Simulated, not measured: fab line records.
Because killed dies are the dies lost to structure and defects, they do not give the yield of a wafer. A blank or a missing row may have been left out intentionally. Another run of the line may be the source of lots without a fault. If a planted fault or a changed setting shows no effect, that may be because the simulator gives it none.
One fault seen from 2 desks    flow n5 finfet    each desk holds nothing but its own numbers, with what lay behind them at the end

== DESK OF THE TOOL OWNER: rie diel-06 ==
The tool's own readings at N5_BEOL_M13_TRENCH_ETCH_34 (etches SiOC in C4F8/O2/Ar, target depth 413.47 nm, time 162.6 s): means of the sampled wafers that have a number, for each lot that ran on this tool. The brackets show how far a lot's mean lies from the usual mean; more than 4 standard deviations puts the lot out of limits, marked OUT. Readings shown: 7 of its 8, picked as those furthest out on some lot.
Columns: A = bias w at N5_BEOL_M13_TRENCH_ETCH_34, usual 700.1 W; B = chamber pressure mTorr at N5_BEOL_M13_TRENCH_ETCH_34, usual 30.002 mTorr; C = drypump motor current A at N5_BEOL_M13_TRENCH_ETCH_34, usual 5.8 A; D = oes product au at N5_BEOL_M13_TRENCH_ETCH_34, usual 0.79 a.u.; E = rf vpp V at N5_BEOL_M13_TRENCH_ETCH_34, usual 665 V; F = showerhead plenum p Torr at N5_BEOL_M13_TRENCH_ETCH_34, usual 3.38 Torr; G = throttle valve pct at N5_BEOL_M13_TRENCH_ETCH_34, usual 24.34 %
lot   first seen here  A      B       C    D     E    F     G
L473  day 14 00:36     701.8  30.001  6.2  0.80  666  3.43  24.40
L477  day 14 09:38     702.5  30.000  5.5  0.71  659  3.17  24.49
L486  day 17 11:31     700.8  29.976  6.3  0.86  666  3.40  24.50
This desk found nothing out of limits on any of the 3 lots.

== METROLOGY DESK ==
Lot by lot, what the gauges showed, no matter which tool ran the lot: averages of those sampled wafers that carry a number. The brackets show how far a lot's mean lies from the usual mean; more than 4 standard deviations puts the lot out of limits, marked OUT. Of its 29 readings 7 are shown: the one that was out of limits first, and those that lie furthest out on some lot.
Columns: A = trench depth nm at N5_BEOL_M13_OCD_MEAS_35, usual 411 nm; B = M13_THK at N5_BEOL_M13_THK_MEAS_50, usual 418 nm; C = M13_RS at N5_BEOL_M13_RS_MEAS_54, usual 0.0452 ohm/sq; D = COMB_M14 at N5_BEOL_M15_RC_MEAS_101, usual 3.6e-12 S/m; E = SERP_M10 at N5_BEOL_M15_RC_MEAS_101, usual 3.11 ohm/um; F = SERP_M13 at N5_BEOL_M15_RC_MEAS_101, usual 0.310 ohm/um; G = SERP_M13_max_site at N5_BEOL_M15_RC_MEAS_101, usual 0.314 ohm/um
lot   first seen here  A              B              C                 D        E     F                 G
L472  day 12 17:00     411            420            0.0451            3.3e-12  3.08  0.310             0.313
L473  day 13 23:02     405            407            0.0458            5.6e-12  3.17  0.313             0.315
L477  day 14 07:59     404            411            0.0459            3.5e-12  3.12  0.315             0.317
L479  day 15 03:38     411            421            0.0453            3.9e-12  3.15  0.317             0.319
L486  day 17 09:49     506 (+16) OUT  521 (+15) OUT  0.0379 (-11) OUT  3.1e-12  3.27  0.262 (-9.4) OUT  0.265 (-9.1) OUT
L493  day 18 14:10     419            420            0.0444            3.8e-12  3.13  0.305             0.308
L492  day 18 15:59     417            423            0.0445            2.8e-12  3.08  0.312             0.315
This desk's verdict: out of limits on L486, starting with L486 at day 17 11:41 (trench depth nm at N5_BEOL_M13_OCD_MEAS_35). Within limits: L472, L473, L477, L479, L493, L492.

== BROUGHT TOGETHER ==
The metrology desk could have raised an alarm at day 17 11:41, on L486.
Nothing out of limits was seen by the tool owner's desk.
On record at the tool owner's desk: L486, within its limits.
Of the lots named, all ran N5_BEOL_M13_TRENCH_ETCH_34 on rie diel-06.

== WHAT WAS PUT IN BY THE SIMULATOR ==
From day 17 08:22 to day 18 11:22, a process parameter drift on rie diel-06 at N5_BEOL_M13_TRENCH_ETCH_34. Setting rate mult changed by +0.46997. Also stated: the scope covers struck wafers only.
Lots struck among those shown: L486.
Time in hours between the start of the fault and the first out-of-limits reading at each desk: metrology desk, 3.
